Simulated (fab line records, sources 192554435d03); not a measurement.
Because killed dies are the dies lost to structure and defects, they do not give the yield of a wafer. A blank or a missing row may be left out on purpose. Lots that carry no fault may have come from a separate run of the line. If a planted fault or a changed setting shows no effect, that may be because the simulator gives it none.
Struck lot and sound lot, side by side ; flow n5 finfet ; 35 steps out of a route of 1938
Sound: these wafers, L463.4, L463.5, L463.6. Struck: wafers L475.1, L475.3, L475.6. At the end, the cause is stated.
Order at every step that has rows: each side's tool, ch and its chambers, its first start. Under that, the readings that differ: sound wafers ; struck wafers ; difference of the means ; sigmas: that difference in standard deviations of wafers without a fault.
alike: readings with means less than 2 such deviations apart, plus words and numbers identical on both sides. not compared: withheld readings, readings lacking a value on some wafer, bounds such as >300 that could conceal the same value, and numbers that have no deviation in the record and whose values overlap.
The two part at a step that has a row with sigmas, a row that says differs or no value, or rows on one side only. Numbers that have no deviation but don't overlap get no sigmas and don't part them. Lack of a reading on every wafer of one side parts them only where that side has two or more wafers.

first, 8 steps without rows for these wafers: N5_BEOL_M4_ECD_50 (material Cu, target thk 300 nm); N5_BEOL_M4_ANNEAL_51 (time 90 s); N5_BEOL_M4_CMP_52 (polishes, stops on SiOC, t overpolish 6.8 s, target thk 40 nm); N5_BEOL_M4_PRE_CLEAN_60 (time 15 s); N5_BEOL_M4_CO_CAP_55 (material Co, precursor CCTBA/H2, target thk 2 nm, time 102.1 s); N5_BEOL_M4_PRE_CLEAN_56 (time 15 s); N5_BEOL_M4_DEP_57 (deposits SiCN from 3MS/NH3, target thk 8 nm, time 14 s); N5_BEOL_M5_ILD_DEP_00 (deposits SiCOH lowk from DEMS/porogen, target thk 140.64 nm, time 25.9 s).
N5_BEOL_M5_CURE_79: cures SiCOH lowk, time 240 s.
  sound on uv cure-01 ch 0, day 8 01:09; struck on uv cure-03 ch 1, day 11 03:05
  no value came back on the struck wafers for lamp power pct (%), run length s (s), wafer_temp_C_max; on the sound wafers lamp power pct (%) reads 52.25 52.30 52.28
reading;sound;struck;difference;sigmas
model.SiCOH_lowk_of_BEOL_M5_ILD_DEP_00.thk nm (nm);122.6 122 122.6;139.6 140 141;+17.8;
N5_BEOL_M5_THK_MEAS_01:
  sound on film metro-01, day 8 01:25; struck on film metro-01, day 11 03:36
reading;sound;struck;difference;sigmas
M5_ILD_THK (nm);122.4 122.1 122.5;139.6 140.1 141.0;+17.9;+14
then, 24 steps without rows for these wafers: N5_BEOL_M5_PECVD_70 (deposits SiO2 from TEOS/O2, target thk 16 nm, time 18 s); N5_BEOL_M5_HM_DEP_02 (deposits TiN, target thk 20 nm); N5_BEOL_M5_COAT_59 (time 60 s, resist thk 60 nm); N5_BEOL_M5_COAT_60 (time 60 s, resist thk 12 nm); N5_BEOL_M5_COAT_71 (time 60 s, resist thk 5 nm); N5_BEOL_M5_COAT_05 (resist thk 30 nm); N5_BEOL_M5_EBR_07; N5_BEOL_M5_SOFTBAKE_06 (time 60 s); N5_BEOL_M5_EXPOSE_08 (exposes mask M5, target cd 28 nm); N5_BEOL_M5_PEB_09 (peb time 60 s); N5_BEOL_M5_DEVELOP_10 (develop time 30 s); N5_BEOL_M5_DESCUM_16 (chemistry O2, time 7 s); N5_BEOL_M5_ETCH_72 (etches underlayer in N2/H2, target depth 6.5 nm, time 5.2 s); N5_BEOL_M5_ETCH_61 (etches SiARC in CF4, target depth 15.6 nm, time 26 s); N5_BEOL_M5_ETCH_62 (etches SOC in N2/H2, target depth 75 nm, overetch 15 nm, time 112.5 s); N5_BEOL_M5_STRIP_63 (strips in N2/H2); N5_BEOL_M5_STRIP_73 (strips in N2/H2); N5_BEOL_M5_STRIP_64 (strips in CF4); N5_BEOL_M5_HM_OPEN_17 (chemistry Cl2/BCl3, target TiN, target depth 20 nm, overetch 6 nm); N5_BEOL_M5_STRIP_19 (strips in O2); N5_BEOL_M5_COAT_65 (time 60 s, resist thk 60 nm); N5_BEOL_M5_COAT_66 (time 60 s, resist thk 12 nm); N5_BEOL_M5_COAT_74 (time 60 s, resist thk 5 nm); N5_BEOL_M5_COAT_22 (resist thk 30 nm).
N5_BEOL_M5_CMP_52: polishes, stops on SiCOH lowk, t overpolish 6.9 s, target thk 62 nm.
  sound on cmp-04 ch 2,3, day 8 11:28; struck on cmp-04 ch 1,2, day 11 12:35
reading;sound;struck;difference;sigmas
model.SiCOH_lowk_of_BEOL_M5_ILD_DEP_00.thk nm (nm);119.6 119 119.6;136.6 137 138;+17.8;
  alike: motor current A, retaining ring pressure frac, slurry filter dp kPa

WHERE THEY PART
First at N5_BEOL_M5_CURE_79; last, within this record, at N5_BEOL_M5_THK_MEAS_01. Later steps at which nothing parts them and some readings are alike: N5_BEOL_M5_CMP_52.

WHY: what the simulator had put in
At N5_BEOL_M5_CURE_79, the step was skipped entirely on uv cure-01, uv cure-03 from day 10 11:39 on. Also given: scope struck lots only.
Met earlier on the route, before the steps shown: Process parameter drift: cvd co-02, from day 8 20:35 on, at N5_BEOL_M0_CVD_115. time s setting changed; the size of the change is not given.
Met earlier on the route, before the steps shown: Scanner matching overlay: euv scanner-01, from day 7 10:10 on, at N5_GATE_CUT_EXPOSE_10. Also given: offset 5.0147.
